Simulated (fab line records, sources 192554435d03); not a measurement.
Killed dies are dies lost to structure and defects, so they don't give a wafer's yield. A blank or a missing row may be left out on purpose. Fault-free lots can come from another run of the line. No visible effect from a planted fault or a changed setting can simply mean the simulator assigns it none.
Matching of chambers | flow n5 finfet | 4 sister chambers for N5_BEOL_M6_ETCH_72 on rie diel-05
The step etches underlayer in N2/H2, target depth 6.5 nm, time 5.2 s. 22 wafers are shown with their chamber, then 11 later ones without.

WAFERS, EACH WITH ITS CHAMBER
wafer  | chamber | drypump motor current A (A) | throttle valve pct (%) | showerhead plenum p Torr (Torr)
L076.2 | 0       | 5.8                         | 17.77                  | 2.61
L076.3 | 1       | 5.1                         | 18.04                  | 2.61
L076.5 | 1       | 5.2                         | 18.05                  | 2.62
L079.2 | 2       | 5.5                         | 17.43                  | 2.48
L079.3 | 0       | 5.8                         | 17.81                  | 2.60
L079.6 | 2       | 5.5                         | 17.45                  | 2.48
L082.2 | 1       | 5.2                         | 18.05                  | 2.61
L082.3 | 0       | 5.8                         | 17.79                  | 2.60
L082.5 | 1       | 5.2                         | 18.06                  | 2.61
L084.1 | 2       | 5.5                         | 17.47                  | 2.47
L084.2 | 1       | 5.1                         | 18.08                  | 2.61
L084.4 | 3       | 6.5                         | 18.30                  | 2.63
L085.2 | 1       | 5.1                         | 18.09                  | 2.61
L085.3 | 2       | 5.5                         | 17.48                  | 2.47
L085.5 | 2       | 5.5                         | 17.46                  | 2.47
L086.1 | 2       | 5.5                         | 17.49                  | 2.47
L086.4 | 3       | 6.5                         | 18.32                  | 2.63
L086.6 | 1       | 5.1                         | 18.10                  | 2.60
L087.1 | 3       | 6.5                         | 18.31                  | 2.62
L087.4 | 2       | 5.5                         | 17.48                  | 2.47
L087.5 | 1       | 5.2                         | 18.11                  | 2.60
L088.2 | 3       | 6.5                         | 18.31                  | 2.62

SIGNATURES, as means of the wafers listed above
reading                  | chamber 0 | chamber 1 | chamber 2 | chamber 3 | scatter within a chamber
drypump motor current A  | 5.800     | 5.150     | 5.500     | 6.500     | 0.0333
throttle valve pct       | 17.7900   | 18.0725   | 17.4657   | 18.3100   | 0.0215
showerhead plenum p Torr | 2.6033    | 2.6088    | 2.4729    | 2.6250    | 0.00576
Rule: a wafer's distance from a chamber is the root of the sum, over the readings, of the square of ((its reading less the chamber's mean) divided by the reading's scatter). If the next closest chamber is less than 2 further off than the closest, the wafer can't be placed; otherwise it belongs to the closest. How the scatter is found: for the shown wafers, subtract from each reading the mean of its chamber, square and add these, divide the total by (wafers less chambers), then take the root.

WAFERS WHOSE CHAMBER IS MISSING
wafer  | drypump motor current A (A) | throttle valve pct (%) | showerhead plenum p Torr (Torr)
L088.5 | 6.5                         | 18.33                  | 2.62
L088.6 | 5.2                         | 18.11                  | 2.60
L091.1 | 5.8                         | 17.33                  | 2.60
L091.3 | 6.5                         | 18.34                  | 2.62
L091.5 | 5.8                         | 17.35                  | 2.60
L093.1 | 5.5                         | 17.53                  | 2.46
L093.4 | 5.2                         | 17.72                  | 2.60
L093.5 | 5.7                         | 17.35                  | 2.59
L097.1 | 5.8                         | 17.38                  | 2.59
L097.3 | 5.1                         | 17.71                  | 2.59
L097.5 | 5.7                         | 17.37                  | 2.59

WHICH CHAMBER EACH WENT THROUGH
wafer  | from the rows above     | in truth
L088.5 | 3                       | 3
L088.6 | 1                       | 1
L091.1 | 0                       | 0
L091.3 | 3                       | 3
L091.5 | 0                       | 0
L093.1 | 2                       | 2
L093.4 | can't be placed: 1 or 0 | 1
L093.5 | can't be placed: 0 or 2 | 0
L097.1 | 0                       | 0
L097.3 | 1                       | 1
L097.5 | can't be placed: 0 or 2 | 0
Correctly placed: 8 of 11. Can't be placed from these rows: 3 (the true chamber is among the candidates in 3). Wrongly placed: 0.
